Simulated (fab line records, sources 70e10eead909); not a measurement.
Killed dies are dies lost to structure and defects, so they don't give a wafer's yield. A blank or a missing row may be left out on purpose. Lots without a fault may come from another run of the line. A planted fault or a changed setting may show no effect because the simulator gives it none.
Which tool did it? | flow nand_harc | 24 lots, 72 wafers sampled, at 6 steps of a route of 1159

WHAT THE GAUGES READ, wafer by wafer
NHARC_P_BONDPAD_CD_MEAS_13. Usual: cd_nm 500 nm, standard deviation 3.2.
lot  | measured     | on        | cd_nm (nm)  | flag
L074 | day 6 04:09  | cd_sem-03 | 507 500 502 |
L076 | day 7 02:07  | cd_sem-02 | 496 496 498 |
L075 | day 7 03:03  | cd_sem-03 | 496 502 501 |
L078 | day 7 04:46  | cd_sem-02 | 499 502 504 |
L077 | day 7 08:22  | cd_sem-01 | 501 494 499 |
L079 | day 7 16:38  | cd_sem-01 | 497 497 498 |
L080 | day 7 23:18  | cd_sem-02 | 503 497 502 |
L081 | day 8 05:44  | cd_sem-03 | 510 507 499 |
L082 | day 8 08:41  | cd_sem-02 | 499 500 499 |
L083 | day 8 10:41  | cd_sem-02 | 496 500 503 |
L084 | day 8 14:01  | cd_sem-02 | 493 500 502 |
L088 | day 9 15:04  | cd_sem-02 | 500 493 499 |
L085 | day 9 15:37  | cd_sem-03 | 501 500 501 |
L086 | day 9 16:49  | cd_sem-02 | 502 499 495 |
L087 | day 9 17:56  | cd_sem-01 | 499 503 506 |
L089 | day 10 09:49 | cd_sem-02 | 495 501 501 |
L090 | day 10 10:35 | cd_sem-03 | 501 502 495 |
L091 | day 10 13:46 | cd_sem-01 | 499 499 500 |
L093 | day 11 00:47 | cd_sem-02 | 499 503 499 |
L092 | day 11 01:38 | cd_sem-03 | 501 500 504 |
L095 | day 11 12:31 | cd_sem-03 | 501 506 506 |
L094 | day 11 13:41 | cd_sem-03 | 500 499 501 |
L096 | day 12 06:44 | cd_sem-03 | 500 504 501 |
L097 | day 12 07:13 | cd_sem-02 | 496 501 497 |

NHARC_A_ZERO_WELL_CD_MEAS_10: target cd 2000 nm. Usual: cd_nm 2000 nm, standard deviation 3.1.
lot  | measured     | on        | cd_nm (nm)     | flag
L074 | day 6 07:45  | cd_sem-02 | 1996 2001 1999 |
L076 | day 7 05:42  | cd_sem-01 | 1997 1996 1997 |
L075 | day 7 06:31  | cd_sem-03 | 2001 2006 2001 |
L078 | day 7 08:15  | cd_sem-02 | 2004 2007 1998 |
L077 | day 7 11:52  | cd_sem-03 | 2000 1998 1999 |
L079 | day 7 20:12  | cd_sem-01 | 1998 1999 2000 |
L080 | day 8 02:52  | cd_sem-01 | 1994 1997 2000 |
L081 | day 8 09:28  | cd_sem-02 | 1999 2001 1998 |
L082 | day 8 12:46  | cd_sem-03 | 2001 2001 1998 |
L083 | day 8 14:18  | cd_sem-02 | 1998 1997 1998 |
L084 | day 8 17:34  | cd_sem-03 | 2002 2006 1999 |
L088 | day 9 18:29  | cd_sem-01 | 1999 1998 1998 |
L085 | day 9 19:14  | cd_sem-01 | 1996 1996 1996 |
L086 | day 9 20:16  | cd_sem-03 | 1997 1999 2001 |
L087 | day 9 21:35  | cd_sem-01 | 1997 1997 2000 |
L089 | day 10 13:23 | cd_sem-01 | 1994 1998 1996 |
L090 | day 10 14:01 | cd_sem-02 | 2004 1998 2002 |
L091 | day 10 17:14 | cd_sem-03 | 2002 2004 2006 |
L093 | day 11 04:24 | cd_sem-01 | 2005 1999 2000 |
L092 | day 11 05:13 | cd_sem-01 | 2000 2002 1997 |
L095 | day 11 16:06 | cd_sem-02 | 1999 1998 1996 |
L094 | day 11 17:14 | cd_sem-01 | 1997 2000 2004 |
L096 | day 12 10:19 | cd_sem-01 | 2002 2007 2003 |
L097 | day 12 10:52 | cd_sem-01 | 2003 2008 2000 |

WHICH TOOL RAN EACH LOT (tool, then ch and the chambers of the sampled wafers, then the start)
lot  | NHARC_P_GATE_DESCUM_61             | NHARC_P_GATE_STRIP_113               | NHARC_P_M1_PVD_21                       | NHARC_P_M2_CMP_23
L074 | rie_diel-04 ch 0,3, day 5 01:40    | plasma_asher-02 ch 0,1, day 5 03:52  | pvd_sputter-01, day 6 00:58 or earlier  | cmp-04 ch 0,2,3, day 6 00:58
L076 | rie_diel-05 ch 2,3, day 5 19:29    | plasma_asher-01 ch 0,1, day 5 21:57  | pvd_sputter-02, day 6 23:17 or earlier  | cmp-02 ch 0,3, day 6 23:17
L075 | rie_diel-07 ch 0,1,2, day 5 20:29  | plasma_asher-01 ch 0,1, day 5 22:34  | pvd_sputter-03, day 7 00:11 or earlier  | cmp-01 ch 0,2, day 7 00:11
L078 | rie_diel-05 ch 1,2, day 5 23:45    | plasma_asher-02 ch 0,1, day 6 01:59  | pvd_sputter-02, day 7 01:52 or earlier  | cmp-04 ch 2,3, day 7 01:52
L077 | rie_diel-05 ch 1,2,3, day 6 04:13  | plasma_asher-01 ch 0,1, day 6 06:23  | pvd_sputter-03, day 7 05:40 or earlier  | cmp-01 ch 0,1,2, day 7 05:40
L079 | rie_diel-04 ch 0,1,2, day 6 11:58  | plasma_asher-02 ch 0,1, day 6 14:04  | pvd_sputter-02, day 7 13:44 or earlier  | cmp-04 ch 0,3, day 7 13:44
L080 | rie_diel-04 ch 0,2, day 6 20:20    | plasma_asher-01 ch 1, day 6 22:18    | pvd_sputter-02, day 7 20:38 or earlier  | cmp-02 ch 2,3, day 7 20:38
L081 | rie_diel-04 ch 1,3, day 7 02:59    | plasma_asher-01 ch 0, day 7 05:10    | pvd_sputter-02, day 8 03:01 or earlier  | cmp-01 ch 0,1,2, day 8 03:01
L082 | rie_diel-04 ch 2,3, day 7 08:45    | plasma_asher-01 ch 0,1, day 7 10:49  | pvd_sputter-01, day 8 05:53 or earlier  | cmp-04 ch 1,2, day 8 05:53
L083 | rie_diel-07 ch 0,1, day 7 09:09    | plasma_asher-02 ch 0,1, day 7 11:22  | pvd_sputter-02, day 8 07:56 or earlier  | cmp-01 ch 1,2,3, day 8 07:56
L084 | rie_diel-05 ch 0,1,2, day 7 13:57  | plasma_asher-02 ch 0,1, day 7 16:02  | pvd_sputter-02, day 8 11:13 or earlier  | cmp-02 ch 0,1,2, day 8 11:13
L088 | rie_diel-04 ch 0,2, day 8 10:38    | plasma_asher-02 ch 0, day 8 12:50    | pvd_sputter-03, day 9 12:16 or earlier  | cmp-01 ch 0,2,3, day 9 12:16
L085 | rie_diel-07 ch 0,1,2, day 8 10:56  | plasma_asher-01 ch 0,1, day 8 13:20  | pvd_sputter-02, day 9 12:59 or earlier  | cmp-02 ch 0,1,3, day 9 12:59
L086 | rie_diel-07 ch 0,3, day 8 11:18    | plasma_asher-02 ch 0,1, day 8 13:38  | pvd_sputter-01, day 9 13:37 or earlier  | cmp-01 ch 0,2, day 9 13:37
L087 | rie_diel-04 ch 0,2,3, day 8 17:05  | plasma_asher-01 ch 0,1, day 8 19:29  | pvd_sputter-03, day 9 15:17 or earlier  | cmp-04 ch 0,2, day 9 15:17
L089 | rie_diel-04 ch 1,2, day 9 05:44    | plasma_asher-01 ch 0,1, day 9 08:05  | pvd_sputter-03, day 10 07:03 or earlier | cmp-02 ch 0,1, day 10 07:03
L090 | rie_diel-04 ch 2,3, day 9 06:22    | plasma_asher-02 ch 0, day 9 08:26    | pvd_sputter-01, day 10 07:51 or earlier | cmp-04 ch 0,1,3, day 10 07:51
L091 | rie_diel-07 ch 0,1,3, day 9 11:04  | plasma_asher-01 ch 0,1, day 9 13:29  | pvd_sputter-03, day 10 10:59 or earlier | cmp-01 ch 0,1,2, day 10 10:59
L093 | rie_diel-07 ch 0,2,3, day 10 00:22 | plasma_asher-02 ch 0,1, day 10 02:46 | pvd_sputter-03, day 10 21:59 or earlier | cmp-04 ch 0,1,2, day 10 21:59
L092 | rie_diel-07 ch 0,1,2, day 10 00:47 | plasma_asher-01 ch 0,1, day 10 03:44 | pvd_sputter-02, day 10 22:50 or earlier | cmp-04 ch 1,2, day 10 22:50
L095 | rie_diel-04 ch 0,1,3, day 10 09:21 | plasma_asher-01 ch 0,1, day 10 11:25 | pvd_sputter-01, day 11 09:46 or earlier | cmp-04 ch 1,2, day 11 09:46
L094 | rie_diel-05 ch 1,2, day 10 09:35   | plasma_asher-02 ch 0,1, day 10 11:40 | pvd_sputter-03, day 11 10:52 or earlier | cmp-02 ch 0,3, day 11 10:52
L096 | rie_diel-04 ch 0,2,3, day 11 01:07 | plasma_asher-02 ch 0,1, day 11 03:14 | pvd_sputter-02, day 12 03:47 or earlier | cmp-02 ch 0,1, day 12 03:47
L097 | rie_diel-07 ch 1,3, day 11 01:37   | plasma_asher-01 ch 0,1, day 11 04:04 | pvd_sputter-01, day 12 04:28 or earlier | cmp-02 ch 1,3, day 12 04:28
- NHARC_P_GATE_DESCUM_61: chemistry O2, time 3 s.
- NHARC_P_GATE_STRIP_113: strips in N2/H2, time 740 s.
- NHARC_P_M1_PVD_21: deposits Cu, target thk 30 nm, time 20.49 s.
- NHARC_P_M2_CMP_23: polishes, t overpolish 20 s, target thk 144.3 nm.

WHAT THE TOOLS THEMSELVES READ (means of the sampled wafers that have a number; where no wafer has one, the mark that the record gives instead)
NHARC_P_GATE_DESCUM_61. Usual: drypump_motor_current_A 5.6 A, standard deviation 0.54; oes_product_au 1.009 a.u., standard deviation 0.012; rf_vpp_V 57.8 V, standard deviation 0.83; showerhead_plenum_p_Torr 1.93 Torr, standard deviation 0.077; throttle_valve_pct 11.311 %, standard deviation 0.0093.
lot  | tool        | drypump_motor_current_A (A) | oes_product_au (a.u.) | rf_vpp_V (V) | showerhead_plenum_p_Torr (Torr) | throttle_valve_pct (%) | flag
L074 | rie_diel-04 | 5.6                         | 0.997                 | 58.4         | 1.99                            | 11.307                 |
L076 | rie_diel-05 | 6.3                         | 1.018                 | 57.4         | 1.95                            | 11.312                 |
L075 | rie_diel-07 | 5.5                         | 1.009                 | 58.1         | 1.88                            | 11.314                 |
L078 | rie_diel-05 | 5.6                         | 1.011                 | 57.8         | 1.84                            | 11.309                 |
L077 | rie_diel-05 | 6.0                         | 1.012                 | 57.6         | 1.88                            | 11.314                 |
L079 | rie_diel-04 | 5.6                         | 1.009                 | 58.2         | 1.93                            | 11.316                 |
L080 | rie_diel-04 | 5.9                         | 1.016                 | 57.3         | 1.93                            | 11.303                 |
L081 | rie_diel-04 | 5.3                         | 1.010                 | 57.6         | 1.98                            | 11.312                 |
L082 | rie_diel-04 | 5.6                         | 1.002                 | 58.2         | 2.01                            | 11.313                 |
L083 | rie_diel-07 | 5.0                         | 1.007                 | 57.3         | 1.90                            | 11.312                 |
L084 | rie_diel-05 | 6.0                         | 0.995                 | 57.1         | 1.88                            | 11.304                 |
L088 | rie_diel-04 | 5.9                         | 1.019                 | 58.0         | 1.95                            | 11.309                 |
L085 | rie_diel-07 | 5.5                         | 1.004                 | 57.7         | 1.88                            | 11.312                 |
L086 | rie_diel-07 | 5.1                         | 1.019                 | 58.1         | 1.83                            | 11.317                 |
L087 | rie_diel-04 | 5.7                         | 1.011                 | 57.4         | 1.97                            | 11.316                 |
L089 | rie_diel-04 | 5.3                         | 1.000                 | 58.0         | 1.93                            | 11.306                 |
L090 | rie_diel-04 | 5.7                         | 1.005                 | 58.2         | 1.99                            | 11.306                 |
L091 | rie_diel-07 | 5.0                         | 1.020                 | 56.8         | 1.89                            | 11.317                 |
L093 | rie_diel-07 | 5.6                         | 1.026                 | 58.1         | 1.86                            | 11.311                 |
L092 | rie_diel-07 | 5.5                         | 1.011                 | 58.1         | 1.87                            | 11.312                 |
L095 | rie_diel-04 | 5.5                         | 1.021                 | 57.7         | 1.94                            | 11.308                 |
L094 | rie_diel-05 | 5.6                         | 1.001                 | 59.1         | 2.04                            | 11.308                 |
L096 | rie_diel-04 | 5.7                         | 1.009                 | 57.8         | 1.96                            | 11.310                 |
L097 | rie_diel-07 | 5.0                         | 0.988                 | 57.7         | 1.95                            | 11.311                 |

NHARC_P_GATE_STRIP_113. Usual: drypump_motor_current_A 5.61 A, standard deviation 0.29; heater_power_w 83 W, standard deviation 3.2.
lot  | tool            | drypump_motor_current_A (A) | heater_power_w (W) | flag
L074 | plasma_asher-02 | 5.85                        | 82                 |
L076 | plasma_asher-01 | 5.35                        | 84                 |
L075 | plasma_asher-01 | 5.36                        | 85                 |
L078 | plasma_asher-02 | 5.76                        | 80                 |
L077 | plasma_asher-01 | 5.52                        | 85                 |
L079 | plasma_asher-02 | 5.76                        | 82                 |
L080 | plasma_asher-01 | 5.71                        | 87                 |
L081 | plasma_asher-01 | 5.17                        | 82                 |
L082 | plasma_asher-01 | 5.51                        | 85                 |
L083 | plasma_asher-02 | 5.78                        | 82                 |
L084 | plasma_asher-02 | 5.79                        | 81                 |
L088 | plasma_asher-02 | 5.96                        | 81                 |
L085 | plasma_asher-01 | 5.51                        | 84                 |
L086 | plasma_asher-02 | 5.84                        | 80                 |
L087 | plasma_asher-01 | 5.52                        | 85                 |
L089 | plasma_asher-01 | 5.34                        | 84                 |
L090 | plasma_asher-02 | 5.97                        | 76                 |
L091 | plasma_asher-01 | 5.51                        | 84                 |
L093 | plasma_asher-02 | 5.75                        | 81                 |
L092 | plasma_asher-01 | 5.34                        | 84                 |
L095 | plasma_asher-01 | 5.51                        | 85                 |
L094 | plasma_asher-02 | 5.87                        | 78                 |
L096 | plasma_asher-02 | 5.87                        | 77                 |
L097 | plasma_asher-01 | 5.34                        | 84                 |

NHARC_P_M1_PVD_21. Usual: cathode_dc_power_W 5000.1 W, standard deviation 0.83; throttle_valve_pct 30.3 %, standard deviation 0.89.
lot  | tool           | cathode_dc_power_W (W) | throttle_valve_pct (%) | flag
L074 | pvd_sputter-01 | 5000.2                 | 30.4                   |
L076 | pvd_sputter-02 | 5000.4                 | 30.1                   |
L075 | pvd_sputter-03 | 5000.8                 | 31.2                   |
L078 | pvd_sputter-02 | 4999.4                 | 30.0                   |
L077 | pvd_sputter-03 | 5000.0                 | 30.0                   |
L079 | pvd_sputter-02 | 5000.5                 | 30.7                   |
L080 | pvd_sputter-02 | 4999.7                 | 30.1                   |
L081 | pvd_sputter-02 | 5000.2                 | 29.9                   |
L082 | pvd_sputter-01 | 4999.9                 | 30.9                   |
L083 | pvd_sputter-02 | 5000.3                 | 30.1                   |
L084 | pvd_sputter-02 | 4999.7                 | 30.7                   |
L088 | pvd_sputter-03 | 4998.9                 | 30.1                   |
L085 | pvd_sputter-02 | 4999.8                 | 30.1                   |
L086 | pvd_sputter-01 | 5000.7                 | 30.5                   |
L087 | pvd_sputter-03 | 5000.2                 | 30.0                   |
L089 | pvd_sputter-03 | 5001.1                 | 30.0                   |
L090 | pvd_sputter-01 | 5000.2                 | 30.8                   |
L091 | pvd_sputter-03 | 4999.9                 | 30.9                   |
L093 | pvd_sputter-03 | 4999.8                 | 30.0                   |
L092 | pvd_sputter-02 | 5000.5                 | 30.6                   |
L095 | pvd_sputter-01 | 4999.7                 | 30.0                   |
L094 | pvd_sputter-03 | 4999.6                 | 30.1                   |
L096 | pvd_sputter-02 | 5000.3                 | 30.4                   |
L097 | pvd_sputter-01 | 4999.6                 | 30.5                   |

NHARC_P_M2_CMP_23. Usual: motor_current_A 11.7 A, standard deviation 1.1; time_to_endpoint_s 29 s, standard deviation 3.8.
lot  | tool   | motor_current_A (A) | time_to_endpoint_s (s) | flag
L074 | cmp-04 | 12.1                | 25                     |
L076 | cmp-02 | 11.2                | 31                     |
L075 | cmp-01 | 12.1                | 35                     |
L078 | cmp-04 | 10.9                | 26                     |
L077 | cmp-01 | 12.1                | 29                     |
L079 | cmp-04 | 12.9                | 25                     |
L080 | cmp-02 | 10.8                | 26                     |
L081 | cmp-01 | 12.5                | 32                     |
L082 | cmp-04 | 11.6                | 28                     |
L083 | cmp-01 | 12.7                | 31                     |
L084 | cmp-02 | 10.8                | 26                     |
L088 | cmp-01 | 12.2                | 29                     |
L085 | cmp-02 | 11.3                | 24                     |
L086 | cmp-01 | 12.6                | 31                     |
L087 | cmp-04 | 13.6                | 29                     |
L089 | cmp-02 | 11.6                | 31                     |
L090 | cmp-04 | 11.9                | 29                     |
L091 | cmp-01 | 12.0                | 29                     |
L093 | cmp-04 | 12.2                | 31                     |
L092 | cmp-04 | 11.4                | 27                     |
L095 | cmp-04 | 11.4                | 28                     |
L094 | cmp-02 | 11.7                | 28                     |
L096 | cmp-02 | 11.1                | 30                     |
L097 | cmp-02 | 11.3                | 25                     |

THE ANSWER, worked out from the rows above alone
Rule: a lot is off if the mean of its wafers that have a number lies more than 3 standard deviations from the usual mean. A lot without any number at a reading at which 4 lots or more have one is off too. The other lots that the step has rows for count as sound. The gauges are gone through in route order, then the tools' own readings, and for those a lot's mean is taken as printed above. The first step at which some lot is off is used, and at that step the reading that is off furthest; a lot without a number counts as furthest.
No lot is off at any reading shown: from this, nothing can be told.

WHAT THE SIMULATOR HAD PUT IN
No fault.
